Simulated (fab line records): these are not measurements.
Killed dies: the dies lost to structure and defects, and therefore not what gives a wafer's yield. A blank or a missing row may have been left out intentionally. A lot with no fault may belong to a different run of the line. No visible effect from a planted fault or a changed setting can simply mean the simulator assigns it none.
Which tool was responsible? -- flow nand harc -- 12 lots, 36 wafers sampled, at 2 steps of a route of 1302

WHAT THE GAUGES READ, wafer by wafer
NHARC_P_M2_OVL_MEAS_10: pitch 340 nm.
lot,measured,on,overlay x nm (nm)
L075,day 6 18:17,overlay-02,1.2 1.5 1.1
L077,day 7 10:51,overlay-01,0.8 1.4 1.1
L079,day 8 08:59,overlay-01,2.2 1.4 1.9
L081,day 9 10:25,overlay-01,-0.2 -0.7 -0.2
L083,day 10 09:51,overlay-01,0.1 0.2 -0.5
L085,day 11 01:16,overlay-01,1.0 0.9 1.2
L087,day 12 01:47,overlay-02,0.9 0.6 0.6
L088,day 12 15:02,overlay-01,0.6 0.8 0.4
L091,day 13 10:40,overlay-02,-0.2 -1.0 0.3
L092,day 14 03:20,overlay-02,-1.0 -0.3 -1.2
L095,day 15 09:33,overlay-02,1.5 1.5 2.1
L096,day 16 01:38,overlay-01,-1.6 -1.5 -1.7

EACH LOT AND THE TOOL THAT RAN IT (in order: tool; ch and the chambers of the sampled wafers; start)
lot,NHARC_P_M1_STRIP_18
L075,"rie diel-11 ch 0,1,3, day 6 14:43"
L077,"rie diel-08 ch 1,2,3, day 7 07:06"
L079,"rie diel-11 ch 1,3, day 8 04:58"
L081,"rie diel-11 ch 0,3, day 9 06:46"
L083,"rie diel-13 ch 0,1,2, day 10 06:07"
L085,"rie diel-08 ch 2,3, day 10 21:38"
L087,"rie diel-13 ch 1,2, day 11 22:13"
L088,"rie diel-08 ch 1,2,3, day 12 11:30"
L091,"rie diel-08 ch 0,1,3, day 13 07:07"
L092,"rie diel-13 ch 0,1, day 13 23:28"
L095,"rie diel-08 ch 1,2,3, day 15 06:02"
L096,"rie diel-11 ch 0,1,3, day 15 21:25"
- NHARC_P_M1_STRIP_18: strips in N2/H2.

THE ANSWER, worked out from the rows above alone
Rule: usual is defined by the lots themselves. Put in order of their means at a reading, lots are off if they are a third of the lots or fewer, leave a main group of 4 or more, and stand apart from it by a gap of 3 or more times the standard deviation of the main group's means; of several such gaps the widest counts. Not used: any main group whose means are identical at the precision the tables above print for the reading. A lot without any number at a reading at which 4 lots or more have one is off too. Where the step has rows for the other lots, those lots are counted as sound.
No lot is off on any of the readings shown, so nothing can be concluded from this.

WHAT WAS PUT IN BY THE SIMULATOR
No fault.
